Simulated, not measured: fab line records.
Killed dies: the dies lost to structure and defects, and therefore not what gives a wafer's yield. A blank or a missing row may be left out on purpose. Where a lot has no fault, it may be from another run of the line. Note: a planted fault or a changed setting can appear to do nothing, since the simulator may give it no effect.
fab line records + flow n5_finfet
record
- lots=14
- wafers=42
- last_day=17
route steps=1938 shown GATE_CUT@499 BEOL_M4@1111
lots that met no fault: from a run of the same line without faults
start_h: hours from the record's first day to the start of the lot's first wafer shown + wait_h: how many hours have passed since the lot's step before this one + " identical to the entry in the row above + L1.1+2: several wafers, shown together as one row + - either no value or no given start + * or withheld: withheld + < > ~ a bound
route shown NAME@n: names a module that has steps shown in the file, with the first one's number in the route + usual: mean/standard deviation taken from wafers without a fault + same: alike in all rows + chamber/n: place in a boat + sites: readings site by site + _std_site: their standard deviation + _edge_site: the outer-site mean with the inner-site mean subtracted + radius_mm: for every site, how far away it sits from the centre of the wafer + mask NAME#n: copy n + behind: the last tool/chamber to shape the wafer + hold: the reason the lot was held/the length of the hold in hours/how it ended + device: names the non-switching transistor (n, p or np) + end of line: the same wafers' tests at the end of the route + a step without rows: its recipe alone + killed: dies that structure and defects cost at the first sort, which is not the same as the wafer's yield + map: shows each die of a wafer: x if killed, . if not, _ if none is there
set.NAME: setting as actually run; set.NAME@STEP: the setting as run at that earlier step + model.NAME: the simulator's own value behind a step, which no gauge read
the route's steps for a sample of lots (tables are steps, rows are wafers)
services: a tool's chamber out of use, with start hour (start_h, from the record's first day; less than 0 if before it), hours out, and reason
## steps
# step N5_GATE_CUT_ETCH_19
# recipe
- chemistry=CH3F/O2
- target=SiNx
- mask_material=SiO2
- target_depth_a=537
- time_s=76.7
- pressure_mtorr=30
- source_w=395
- bias_w=73
- Ar_flow_sccm=150
- CH3F_flow_sccm=30
- O2_flow_sccm=20
- ion_energy_ev=120
- ends=cleared
# usual
- drypump_motor_current_A=5.6/0.43
- etch_rf_on_time_s=77.1/1.9
- oes_f_703_au=0.79/0.079
- oes_product_au=0.68/0.076
- rf_vpp_V=299/12
- showerhead_plenum_p_Torr=1.99/0.057
- throttle_valve_pct=16.41/0.21
| lot.wafer | tool        | chamber | start_h | wait_h | drypump_motor_current_A | etch_rf_on_time_s | oes_f_703_au | oes_product_au | rf_hours_counter_h | rf_vpp_V | showerhead_plenum_p_Torr | throttle_valve_pct |
|-----------|-------------|---------|---------|--------|-------------------------|-------------------|--------------|----------------|--------------------|----------|--------------------------|--------------------|
| L371.3    | rie_diel-06 | 0       | 83.16   | 0.0    | 5.2                     | 80.8              | 0.82         | 0.73           | 42                 | 295      | 1.94                     | 16.06              |
| L371.4    | "           | 3       | "       | "      | 6.2                     | 76.0              | 0.92         | 0.80           | 11                 | 303      | 2.06                     | 16.21              |
| L371.6    | "           | 3       | "       | "      | 6.2                     | 76.8              | 0.91         | 0.80           | -                  | 303      | 2.06                     | 16.19              |
| L372.1    | rie_diel-03 | 0       | 91.73   | 0.0    | 5.1                     | 79.8              | 0.69         | 0.63           | 168                | 319      | 2.01                     | 16.46              |
| L372.3    | "           | 2       | "       | "      | 5.3                     | 78.0              | 0.69         | 0.57           | 227                | 301      | 1.98                     | 16.44              |
| L372.5    | "           | 0       | "       | "      | 5.1                     | 79.3              | 0.69         | 0.63           | -                  | 318      | 2.01                     | 16.47              |
| L373.1    | rie_diel-06 | 1       | 100.03  | 0.0    | 5.7                     | 75.7              | 0.71         | 0.65           | 148                | 319      | 1.98                     | 16.42              |
| L373.4    | "           | 0       | "       | "      | 5.2                     | 79.8              | 0.82         | 0.72           | 46                 | 296      | 1.94                     | 16.07              |
| L373.6    | "           | 1       | "       | "      | 5.7                     | 75.9              | 0.71         | 0.65           | -                  | 319      | 1.98                     | 16.42              |
| L374.3    | rie_diel-04 | 1       | 101.09  | 0.0    | 5.3                     | 75.4              | 0.77         | 0.64           | 178                | 289      | 1.99                     | 16.33              |
| L374.4    | "           | 3       | "       | "      | 5.1                     | 78.0              | 0.90         | 0.78           | 19                 | 291      | 1.96                     | 16.21              |
| L374.6    | "           | 2       | "       | "      | 5.7                     | 74.7              | 0.75         | 0.61           | -                  | 283      | 1.91                     | 16.75              |
| L375.2    | rie_diel-06 | 2       | 112.59  | 0.0    | 6.1                     | 78.3              | 0.72         | 0.61           | 199                | 292      | 1.97                     | 16.48              |
| L375.3    | "           | 0       | "       | "      | 5.2                     | 79.3              | 0.82         | 0.72           | 49                 | 295      | 1.94                     | 16.07              |
| L375.6    | "           | 0       | "       | "      | 5.2                     | 80.2              | 0.82         | 0.73           | -                  | 296      | 1.94                     | 16.08              |
| L376.1    | rie_diel-06 | 2       | 114.91  | 0.0    | 6.1                     | 78.2              | 0.72         | 0.60           | 199                | 293      | 1.97                     | 16.48              |
| L376.4    | "           | 1       | "       | "      | 5.7                     | 74.5              | 0.70         | 0.66           | 152                | 321      | 1.98                     | 16.41              |
| L376.6    | "           | 0       | "       | "      | 5.2                     | 79.3              | 0.81         | 0.73           | -                  | 297      | 1.94                     | 16.08              |
| L379.2    | rie_diel-04 | 1       | 132.88  | 0.0    | 5.3                     | 76.9              | 0.76         | 0.62           | 189                | 290      | 1.99                     | 16.34              |
| L379.4    | "           | 3       | "       | "      | 5.1                     | 79.3              | 0.89         | 0.75           | 28                 | 289      | 1.96                     | 16.21              |
| L379.5    | "           | 2       | "       | "      | 5.7                     | 75.2              | 0.75         | 0.60           | -                  | 284      | 1.91                     | 16.79              |
| L380.1    | rie_diel-04 | 0       | 142.20  | 0.0    | 5.9                     | 78.2              | 0.76         | 0.62           | 174                | 289      | 1.99                     | 16.57              |
| L380.4    | "           | 2       | "       | "      | 5.7                     | 75.5              | 0.74         | 0.60           | 219                | 284      | 1.91                     | 16.77              |
| L380.6    | "           | 2       | "       | "      | 5.7                     | 75.1              | 0.74         | 0.60           | -                  | 285      | 1.91                     | 16.80              |
| L384.1    | rie_diel-03 | 1       | 164.97  | 0.0    | 5.4                     | 77.8              | 0.85         | 0.79           | 13                 | 321      | 2.13                     | 16.34              |
| L384.3    | "           | 0       | "       | "      | 5.1                     | 78.0              | 0.67         | 0.62           | 190                | 318      | 2.00                     | 16.51              |
| L384.5    | "           | 3       | "       | "      | 6.3                     | 73.3              | 0.88         | 0.77           | -                  | 294      | 2.05                     | 16.51              |
| L387.1    | rie_diel-04 | 1       | 185.20  | 0.0    | 5.2                     | 76.7              | 0.75         | 0.61           | 206                | 289      | 1.98                     | 16.39              |
| L387.3    | "           | 0       | "       | "      | 5.9                     | 78.0              | 0.76         | 0.62           | 188                | 289      | 1.98                     | 16.59              |
| L387.6    | "           | 3       | "       | "      | 5.1                     | 77.9              | 0.86         | 0.74           | -                  | 290      | 1.95                     | 16.26              |
| L389.1    | rie_diel-06 | 0       | 194.67  | 0.0    | 5.2                     | 80.2              | 0.78         | 0.69           | 74                 | 295      | 1.93                     | 16.11              |
| L389.2    | "           | 1       | "       | "      | 5.7                     | 75.8              | 0.68         | 0.63           | 176                | 317      | 1.97                     | 16.48              |
| L389.3    | "           | 3       | "       | "      | 6.2                     | 76.5              | 0.86         | 0.75           | 37                 | 304      | 2.05                     | 16.25              |
| L390.1    | rie_diel-03 | 1       | 202.54  | 0.0    | 5.4                     | 78.0              | 0.82         | 0.75           | 28                 | 320      | 2.13                     | 16.38              |
| L390.3    | "           | 2       | "       | "      | 5.3                     | 75.3              | 0.93         | 0.78           | 11                 | 300      | 1.97                     | 15.97              |
| L390.4    | "           | 0       | "       | "      | 5.1                     | 78.5              | 0.66         | 0.61           | 205                | 318      | 1.99                     | 16.51              |
| L391.3    | rie_diel-03 | 1       | 205.69  | 0.0    | 5.4                     | 77.8              | 0.82         | 0.75           | 29                 | 321      | 2.13                     | 16.38              |
| L391.4    | "           | 2       | "       | "      | 5.3                     | 76.0              | 0.92         | 0.78           | 12                 | 301      | 1.97                     | 15.97              |
| L391.6    | "           | 0       | "       | "      | 5.1                     | 78.5              | 0.67         | 0.61           | -                  | 320      | 1.99                     | 16.53              |
| L392.2    | rie_diel-03 | 3       | 212.73  | 0.0    | 6.3                     | 74.2              | 0.86         | 0.76           | 61                 | 295      | 2.04                     | 16.54              |
| L392.5    | "           | 0       | "       | "      | 5.1                     | 78.6              | 0.66         | 0.61           | -                  | 319      | 1.99                     | 16.54              |
| L392.6    | "           | 3       | "       | "      | 6.4                     | 73.8              | 0.86         | 0.74           | -                  | 294      | 2.05                     | 16.54              |
# step N5_GATE_CUT_VAPOR_ETCH_48
# recipe
- chemistry=BCl3/Cl2
- target=TiN
- mode=isotropic
# usual
- drypump_motor_current_A=6.0/0.51
- oes_product_au=0.72/0.12
| lot.wafer | tool         | chamber | start_h | wait_h | drypump_motor_current_A | oes_product_au |
|-----------|--------------|---------|---------|--------|-------------------------|----------------|
| L371.3    | rie_metal-01 | 0       | 83.64   | 0.1    | 6.0                     | 0.72           |
| L371.4    | "            | 0       | "       | "      | 6.0                     | 0.72           |
| L371.6    | "            | 0       | "       | "      | 6.0                     | 0.73           |
| L372.1    | rie_metal-02 | 1       | 92.02   | 0.0    | 6.6                     | 0.71           |
| L372.3    | "            | 1       | "       | "      | 6.6                     | 0.71           |
| L372.5    | "            | 0       | "       | "      | 6.0                     | 0.64           |
| L373.1    | rie_metal-02 | 1       | 100.32  | 0.0    | 6.6                     | 0.70           |
| L373.4    | "            | 0       | "       | "      | 6.0                     | 0.64           |
| L373.6    | "            | 1       | "       | "      | 6.6                     | 0.70           |
| L374.3    | rie_metal-02 | 0       | 101.38  | 0.0    | 6.0                     | 0.63           |
| L374.4    | "            | 1       | "       | "      | 6.6                     | 0.69           |
| L374.6    | "            | 0       | "       | "      | 6.0                     | 0.63           |
| L375.2    | rie_metal-03 | 1       | 112.88  | 0.0    | 5.4                     | 0.62           |
| L375.3    | "            | 1       | "       | "      | 5.4                     | 0.61           |
| L375.6    | "            | 1       | "       | "      | 5.4                     | 0.62           |
| L376.1    | rie_metal-02 | 0       | 115.20  | 0.0    | 6.0                     | 0.63           |
| L376.4    | "            | 1       | "       | "      | 6.6                     | 0.69           |
| L376.6    | "            | 0       | "       | "      | 6.0                     | 0.62           |
| L379.2    | rie_metal-02 | 1       | 133.17  | 0.0    | 6.6                     | 0.69           |
| L379.4    | "            | 1       | "       | "      | 6.5                     | 0.68           |
| L379.5    | "            | 0       | "       | "      | 6.0                     | 0.62           |
| L380.1    | rie_metal-02 | 1       | 142.49  | 0.0    | 6.5                     | 0.68           |
| L380.4    | "            | 0       | "       | "      | 6.0                     | 0.63           |
| L380.6    | "            | 0       | "       | "      | 6.0                     | 0.62           |
| L384.1    | rie_metal-02 | 1       | 165.44  | 0.1    | 6.5                     | 0.68           |
| L384.3    | "            | 1       | "       | "      | 6.6                     | 0.68           |
| L384.5    | "            | 1       | "       | "      | 6.6                     | 0.69           |
| L387.1    | rie_metal-02 | 1       | 185.67  | 0.1    | 6.6                     | 0.67           |
| L387.3    | "            | 1       | "       | "      | 6.5                     | 0.67           |
| L387.6    | "            | 1       | "       | "      | 6.5                     | 0.66           |
| L389.1    | rie_metal-03 | 0       | 195.14  | 0.1    | 5.8                     | 0.59           |
| L389.2    | "            | 0       | "       | "      | 5.8                     | 0.60           |
| L389.3    | "            | 0       | "       | "      | 5.8                     | 0.60           |
| L390.1    | rie_metal-02 | 0       | 202.83  | 0.0    | 6.0                     | 0.96           |
| L390.3    | "            | 1       | "       | "      | 6.6                     | 0.67           |
| L390.4    | "            | 0       | "       | "      | 6.0                     | 0.97           |
| L391.3    | rie_metal-01 | 1       | 205.99  | 0.0    | 4.7                     | 0.91           |
| L391.4    | "            | 0       | "       | "      | 6.0                     | 0.70           |
| L391.6    | "            | 1       | "       | "      | 4.7                     | 0.91           |
| L392.2    | rie_metal-02 | 0       | 213.02  | 0.0    | 6.0                     | 0.95           |
| L392.5    | "            | 1       | "       | "      | 6.5                     | 0.67           |
| L392.6    | "            | 0       | "       | "      | 6.0                     | 0.95           |
# step N5_GATE_CUT_VAPOR_ETCH_49
# recipe
- chemistry=BCl3/Cl2
- target=TiAlC
- mode=isotropic
# usual
- drypump_motor_current_A=6.0/0.52
- oes_product_au=0.71/0.12
| lot.wafer | tool         | chamber | start_h | wait_h | drypump_motor_current_A | oes_product_au |
|-----------|--------------|---------|---------|--------|-------------------------|----------------|
| L371.3    | rie_metal-01 | 0       | 83.70   | 0.1    | 6.0                     | 0.72           |
| L371.4    | "            | 0       | "       | "      | 6.0                     | 0.72           |
| L371.6    | "            | 0       | "       | "      | 6.0                     | 0.72           |
| L372.1    | rie_metal-02 | 1       | 92.05   | 0.0    | 6.6                     | 0.69           |
| L372.3    | "            | 1       | "       | "      | 6.5                     | 0.70           |
| L372.5    | "            | 0       | "       | "      | 6.0                     | 0.63           |
| L373.1    | rie_metal-02 | 1       | 100.35  | 0.0    | 6.6                     | 0.70           |
| L373.4    | "            | 0       | "       | "      | 6.0                     | 0.62           |
| L373.6    | "            | 1       | "       | "      | 6.6                     | 0.70           |
| L374.3    | rie_metal-02 | 0       | 101.41  | 0.0    | 6.0                     | 0.62           |
| L374.4    | "            | 1       | "       | "      | 6.6                     | 0.69           |
| L374.6    | "            | 0       | "       | "      | 6.0                     | 0.63           |
| L375.2    | rie_metal-03 | 1       | 112.91  | 0.0    | 5.4                     | 0.61           |
| L375.3    | "            | 1       | "       | "      | 5.4                     | 0.61           |
| L375.6    | "            | 1       | "       | "      | 5.4                     | 0.62           |
| L376.1    | rie_metal-02 | 0       | 115.23  | 0.0    | 6.0                     | 0.63           |
| L376.4    | "            | 1       | "       | "      | 6.5                     | 0.70           |
| L376.6    | "            | 0       | "       | "      | 6.0                     | 0.63           |
| L379.2    | rie_metal-02 | 1       | 133.20  | 0.0    | 6.6                     | 0.69           |
| L379.4    | "            | 1       | "       | "      | 6.6                     | 0.69           |
| L379.5    | "            | 0       | "       | "      | 6.0                     | 0.62           |
| L380.1    | rie_metal-02 | 1       | 142.52  | 0.0    | 6.6                     | 0.69           |
| L380.4    | "            | 0       | "       | "      | 6.0                     | 0.63           |
| L380.6    | "            | 0       | "       | "      | 6.0                     | 0.63           |
| L384.1    | rie_metal-02 | 1       | 165.50  | 0.1    | 6.6                     | 0.68           |
| L384.3    | "            | 1       | "       | "      | 6.6                     | 0.68           |
| L384.5    | "            | 1       | "       | "      | 6.6                     | 0.68           |
| L387.1    | rie_metal-02 | 1       | 185.73  | 0.1    | 6.5                     | 0.67           |
| L387.3    | "            | 1       | "       | "      | 6.5                     | 0.67           |
| L387.6    | "            | 1       | "       | "      | 6.5                     | 0.68           |
| L389.1    | rie_metal-03 | 0       | 195.20  | 0.1    | 5.8                     | 0.59           |
| L389.2    | "            | 0       | "       | "      | 5.8                     | 0.59           |
| L389.3    | "            | 0       | "       | "      | 5.7                     | 0.59           |
| L390.1    | rie_metal-02 | 0       | 202.86  | 0.0    | 6.0                     | 0.96           |
| L390.3    | "            | 1       | "       | "      | 6.5                     | 0.67           |
| L390.4    | "            | 0       | "       | "      | 6.0                     | 0.97           |
| L391.3    | rie_metal-01 | 1       | 206.02  | 0.0    | 4.7                     | 0.91           |
| L391.4    | "            | 0       | "       | "      | 6.0                     | 0.70           |
| L391.6    | "            | 1       | "       | "      | 4.7                     | 0.91           |
| L392.2    | rie_metal-02 | 0       | 213.05  | 0.0    | 6.0                     | 0.95           |
| L392.5    | "            | 1       | "       | "      | 6.6                     | 0.66           |
| L392.6    | "            | 0       | "       | "      | 6.0                     | 0.94           |
# step N5_GATE_CUT_CMP_43
# recipe
- material=SiO2
- post_cmp_clean=rinse_only
# usual
- edge_zone_pressure_frac=0.999/0.0051
- motor_current_A=11.9/1.5
- slurry_flow_ml_min=150.1/0.4
| lot.wafer | tool   | chamber | start_h | wait_h | edge_zone_pressure_frac | motor_current_A | slurry_flow_ml_min |
|-----------|--------|---------|---------|--------|-------------------------|-----------------|--------------------|
| L371.3    | cmp-01 | 1       | 85.84   | 0.0    | 0.997                   | 13.2            | 150.5              |
| L371.4    | "      | 3       | "       | "      | 1.002                   | 10.3            | 150.2              |
| L371.6    | "      | 1       | "       | "      | 1.000                   | 12.8            | 150.0              |
| L372.3    | cmp-01 | 3       | 94.84   | 0.0    | 1.001                   | 10.2            | 149.5              |
| L372.1    | "      | 2       | "       | "      | 0.996                   | 8.9             | 150.1              |
| L372.5    | "      | 3       | "       | "      | 0.996                   | 10.5            | 150.1              |
| L373.1    | cmp-02 | 3       | 102.56  | 0.2    | 1.001                   | 13.2            | 149.1              |
| L373.4    | "      | 0       | "       | "      | 0.995                   | 12.9            | 149.8              |
| L373.6    | "      | 2       | "       | "      | 0.998                   | 11.8            | 149.8              |
| L374.4    | cmp-01 | 0       | 103.53  | 0.1    | 0.997                   | 12.5            | 150.5              |
| L374.3    | "      | 1       | "       | "      | 1.006                   | 13.3            | 150.0              |
| L374.6    | "      | 3       | "       | "      | 1.002                   | 10.6            | 149.6              |
| L375.3    | cmp-02 | 0       | 115.18  | 0.0    | 0.994                   | 12.7            | 150.5              |
| L375.2    | "      | 3       | "       | "      | 1.005                   | 11.8            | 149.4              |
| L375.6    | "      | 0       | "       | "      | 1.004                   | 12.8            | 150.6              |
| L376.1    | cmp-01 | 3       | 118.67  | 0.2    | 0.988                   | 10.0            | 149.9              |
| L376.4    | "      | 0       | "       | "      | 1.009                   | 12.1            | 149.7              |
| L376.6    | "      | 2       | "       | "      | 0.997                   | 9.2             | 149.9              |
| L379.4    | cmp-04 | 0       | 135.45  | 0.2    | -                       | -               | -                  |
| L379.2    | "      | 2       | "       | "      | -                       | -               | -                  |
| L379.5    | "      | 0       | "       | "      | -                       | -               | -                  |
| L380.4    | cmp-02 | 3       | 144.68  | 0.1    | -                       | -               | -                  |
| L380.1    | "      | 1       | "       | "      | -                       | -               | -                  |
| L380.6    | "      | 2       | "       | "      | -                       | -               | -                  |
| L384.3    | cmp-04 | 1       | 167.61  | 0.0    | 0.999                   | 9.7             | 150.1              |
| L384.1    | "      | 2       | "       | "      | 0.994                   | 11.2            | 150.0              |
| L384.5    | "      | 2       | "       | "      | 1.002                   | 11.6            | 150.1              |
| L387.3    | cmp-04 | 3       | 188.35  | 0.1    | 1.000                   | 12.1            | 150.0              |
| L387.1    | "      | 1       | "       | "      | 1.005                   | 9.2             | 149.1              |
| L387.6    | "      | 2       | "       | "      | 1.003                   | 11.7            | 149.8              |
| L389.3    | cmp-02 | 2       | 197.30  | 0.0    | 0.993                   | 12.2            | 150.2              |
| L389.1    | "      | 0       | "       | "      | 0.997                   | 13.3            | 150.4              |
| L389.2    | "      | 1       | "       | "      | 1.001                   | 14.7            | 150.6              |
| L390.1    | cmp-04 | 2       | 204.91  | 0.0    | 0.993                   | 11.1            | 150.6              |
| L390.3    | "      | 3       | "       | "      | 1.005                   | 12.4            | 150.1              |
| L390.4    | "      | 0       | "       | "      | 0.995                   | 11.9            | 149.9              |
| L391.4    | cmp-02 | 1       | 208.21  | 0.2    | 1.007                   | 13.9            | 150.0              |
| L391.3    | "      | 2       | "       | "      | 1.004                   | 11.5            | 149.8              |
| L391.6    | "      | 0       | "       | "      | 1.008                   | 12.9            | 149.5              |
| L392.2    | cmp-02 | 2       | 215.21  | 0.1    | 0.997                   | 11.8            | 149.8              |
| L392.5    | "      | 1       | "       | "      | 1.002                   | 14.8            | 150.4              |
| L392.6    | "      | 2       | "       | "      | 0.992                   | 12.6            | 149.7              |
# step N5_BEOL_M4_RC_MEAS_101
# usual
- DIBL_N=36.0/2.5
- DIBL_P=36.2/3
- IOFF_N=0.16/0.044
- IOFF_P=0.21/0.049
- ION_N=671/15
- ION_P=461/8.7
- SS_N=71.5/0.72
- SS_P=73.4/0.9
- VT_N=251/4.4
- VT_P=-250/4
| lot.wafer | tool      | chamber | start_h | wait_h | DIBL_N[mV/V] | DIBL_P[mV/V] | IOFF_N[nA/um] | IOFF_P[nA/um] | ION_N[uA/um] | ION_P[uA/um] | SS_N[mV/dec] | SS_P[mV/dec] | VT_N[mV] | VT_P[mV] |
|-----------|-----------|---------|---------|--------|--------------|--------------|---------------|---------------|--------------|--------------|--------------|--------------|----------|----------|
| L371.3    | prober-01 | 0       | 180.36  | 0.3    | 34.7         | 33.8         | 0.13          | 0.20          | 653          | 456          | 71.5         | 72.0         | 255      | -250     |
| L371.4    | "         | 0       | "       | "      | 36.7         | 36.3         | 0.16          | 0.24          | 672          | 469          | 71.4         | 73.8         | 249      | -243     |
| L371.6    | "         | 0       | "       | "      | 33.9         | 32.7         | 0.12          | 0.19          | 667          | 468          | 71.0         | 72.1         | 252      | -246     |
| L372.1    | prober-02 | 0       | 189.25  | 0.6    | 34.6         | 36.4         | 0.13          | 0.19          | 652          | 449          | 71.9         | 73.2         | 254      | -252     |
| L372.3    | "         | 0       | "       | "      | 33.6         | 35.3         | 0.13          | 0.17          | 660          | 452          | 71.7         | 73.2         | 253      | -253     |
| L372.5    | "         | 0       | "       | "      | 33.5         | 35.5         | 0.13          | 0.18          | 652          | 447          | 72.0         | 73.0         | 254      | -255     |
| L373.1    | prober-01 | 0       | 189.85  | 0.8    | 39.1         | 39.3         | 0.23          | 0.27          | 683          | 463          | 73.2         | 74.2         | 247      | -246     |
| L373.4    | "         | 0       | "       | "      | 36.2         | 36.5         | 0.17          | 0.23          | 688          | 468          | 71.3         | 73.4         | 248      | -248     |
| L373.6    | "         | 0       | "       | "      | 35.8         | 34.4         | 0.16          | 0.20          | 659          | 451          | 71.9         | 73.2         | 249      | -248     |
| L374.3    | prober-02 | 0       | 206.96  | 0.3    | 32.7         | 34.3         | 0.12          | 0.18          | 656          | 455          | 70.9         | 72.2         | 252      | -249     |
| L374.4    | "         | 0       | "       | "      | 37.3         | 40.0         | 0.20          | 0.24          | 677          | 459          | 72.3         | 74.3         | 247      | -249     |
| L374.6    | "         | 0       | "       | "      | 35.7         | 38.5         | 0.16          | 0.24          | 663          | 461          | 71.7         | 74.3         | 253      | -247     |
| L376.1    | prober-02 | 0       | 215.26  | 0.0    | 41.4         | 41.8         | 0.26          | 0.29          | 697          | 466          | 72.5         | 75.0         | 245      | -246     |
| L376.4    | "         | 0       | "       | "      | 38.8         | 39.1         | 0.19          | 0.24          | 673          | 457          | 73.0         | 74.2         | 247      | -249     |
| L376.6    | "         | 0       | "       | "      | 39.2         | 39.7         | 0.20          | 0.24          | 690          | 468          | 72.9         | 75.1         | 248      | -251     |
| L375.2    | prober-01 | 0       | 215.59  | 0.2    | 37.4         | 38.6         | 0.19          | 0.24          | 694          | 470          | 72.2         | 73.8         | 249      | -247     |
| L375.3    | "         | 0       | "       | "      | 38.0         | 39.2         | 0.19          | 0.25          | 670          | 454          | 72.3         | 73.3         | 250      | -252     |
| L375.6    | "         | 0       | "       | "      | 38.5         | 39.4         | 0.20          | 0.24          | 678          | 457          | 72.9         | 74.5         | 249      | -251     |
| L384.1    | prober-01 | 0       | 258.40  | 0.0    | 36.0         | 36.7         | 0.15          | 0.22          | 671          | 461          | 71.7         | 73.2         | 252      | -247     |
| L384.3    | "         | 0       | "       | "      | 36.6         | 38.2         | 0.17          | 0.24          | 686          | 471          | 71.6         | 74.0         | 250      | -244     |
| L384.5    | "         | 0       | "       | "      | 35.9         | 35.8         | 0.15          | 0.19          | 658          | 450          | 72.3         | 73.3         | 254      | -253     |
| L387.1    | prober-02 | 0       | 271.01  | 0.0    | 37.8         | 37.9         | 0.20          | 0.22          | 691          | 461          | 71.4         | 74.0         | 245      | -252     |
| L387.3    | "         | 0       | "       | "      | 34.2         | 32.6         | 0.12          | 0.15          | 660          | 448          | 71.2         | 72.5         | 254      | -254     |
| L387.6    | "         | 0       | "       | "      | 38.7         | 38.6         | 0.23          | 0.25          | 700          | 463          | 72.4         | 74.3         | 243      | -251     |
| L389.1    | prober-01 | 0       | 285.81  | 0.0    | 35.9         | 37.7         | 0.18          | 0.26          | 676          | 469          | 71.0         | 73.7         | 248      | -244     |
| L389.2    | "         | 0       | "       | "      | 34.4         | 35.8         | 0.14          | 0.22          | 655          | 460          | 70.9         | 73.8         | 255      | -248     |
| L389.3    | "         | 0       | "       | "      | 36.0         | 37.3         | 0.18          | 0.24          | 677          | 469          | 72.3         | 73.8         | 248      | -247     |
| L390.1    | prober-01 | 0       | 286.74  | 0.4    | 33.0         | 31.1         | 0.10          | 0.15          | 653          | 454          | 71.0         | 71.9         | 258      | -255     |
| L390.3    | "         | 0       | "       | "      | 32.5         | 31.6         | 0.10          | 0.15          | 643          | 447          | 70.5         | 72.3         | 259      | -253     |
| L390.4    | "         | 0       | "       | "      | 35.2         | 35.9         | 0.14          | 0.21          | 668          | 456          | 71.3         | 73.8         | 250      | -251     |
| L391.3    | prober-02 | 0       | 306.95  | 0.3    | 36.2         | 37.6         | 0.16          | 0.25          | 674          | 477          | 71.6         | 73.7         | 250      | -247     |
| L391.4    | "         | 0       | "       | "      | 33.7         | 33.4         | 0.11          | 0.17          | 657          | 453          | 71.6         | 72.2         | 256      | -254     |
| L391.6    | "         | 0       | "       | "      | 39.4         | 39.8         | 0.22          | 0.28          | 694          | 471          | 73.2         | 73.9         | 243      | -246     |
| L392.2    | prober-01 | 0       | 309.42  | 0.6    | 36.4         | 36.3         | 0.17          | 0.25          | 678          | 473          | 72.1         | 73.6         | 251      | -248     |
| L392.5    | "         | 0       | "       | "      | 39.7         | 40.5         | 0.26          | 0.34          | 698          | 475          | 72.2         | 74.3         | 242      | -244     |
| L392.6    | "         | 0       | "       | "      | 34.3         | 32.5         | 0.13          | 0.18          | 672          | 460          | 70.5         | 72.5         | 251      | -249     |
## services
| tool         | chamber | start_h | hours | kind                           |
|--------------|---------|---------|-------|--------------------------------|
| cmp-02       | -       | 68.77   | 4.0   | pm                             |
| cmp-02       | -       | 72.77   | -     | consumable_replace:conditioner |
| cmp-02       | -       | 72.77   | -     | consumable_replace:pad         |
| rie_diel-06  | -       | 86.87   | 0.4   | repair                         |
| rie_diel-03  | 1       | 94.69   | -     | clean                          |
| rie_diel-03  | 1       | 94.69   | -     | consumable_replace:focus_ring  |
| rie_diel-03  | 1       | 94.69   | -     | consumable_replace:showerhead  |
| rie_diel-03  | 1       | 94.69   | 23.9  | scheduled_down                 |
| rie_diel-03  | 1       | 94.69   | 23.9  | vent_cycle                     |
| cmp-01       | -       | 129.25  | 7.7   | pm                             |
| rie_diel-06  | 3       | 133.56  | 10.2  | repair                         |
| rie_diel-03  | 1       | 146.18  | 2.5   | repair                         |
| cmp-04       | -       | 153.06  | 6.5   | repair                         |
| rie_diel-03  | -       | 159.37  | 0.7   | repair                         |
| rie_diel-03  | 2       | 161.15  | -     | clean                          |
| rie_diel-03  | 2       | 161.15  | -     | consumable_replace:focus_ring  |
| rie_diel-03  | 2       | 161.15  | 13.2  | scheduled_down                 |
| rie_diel-03  | 2       | 161.15  | 13.2  | vent_cycle                     |
| rie_metal-02 | 0       | 164.01  | -     | clean                          |
| rie_metal-02 | 0       | 164.01  | 22.8  | scheduled_down                 |
| rie_metal-02 | 0       | 164.01  | 22.8  | vent_cycle                     |
| rie_diel-04  | -       | 188.17  | 14.6  | pm                             |
| cmp-04       | -       | 191.48  | 0.5   | repair                         |
| cmp-01       | -       | 213.14  | 15.0  | pm                             |
## key
first_sign
- step=N5_GATE_CUT_CMP_43
- reading=tool_record
- direction=missing
effect none on later readings
met_at N5_GATE_CUT_CMP_43
struck_lots L379,L380
later_rows_left_out L379.2,L379.4,L379.5,L380.1,L380.4,L380.6
sort_left_out L379.2,L379.4,L379.5,L380.1,L380.4,L380.6
not_acting_at N5_GATE_CUT_ETCH_19,N5_GATE_CUT_VAPOR_ETCH_48,N5_GATE_CUT_VAPOR_ETCH_49
onset_between 115.18 135.45
fault
- kind=skipped_step_whole
- tool=cmp-02,cmp-04
- chamber=-
- onset_h=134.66
- steps=N5_GATE_CUT_CMP_43
- scope=struck_lots_only
# sort_left_out: the simulated sort isn't trusted on such a fault, so these wafers' sort isn't shown, and their yield isn't known
# later_rows_left_out: the simulator's readings of these wafers behind a module that went badly wrong aren't trusted and aren't shown, but for the sort
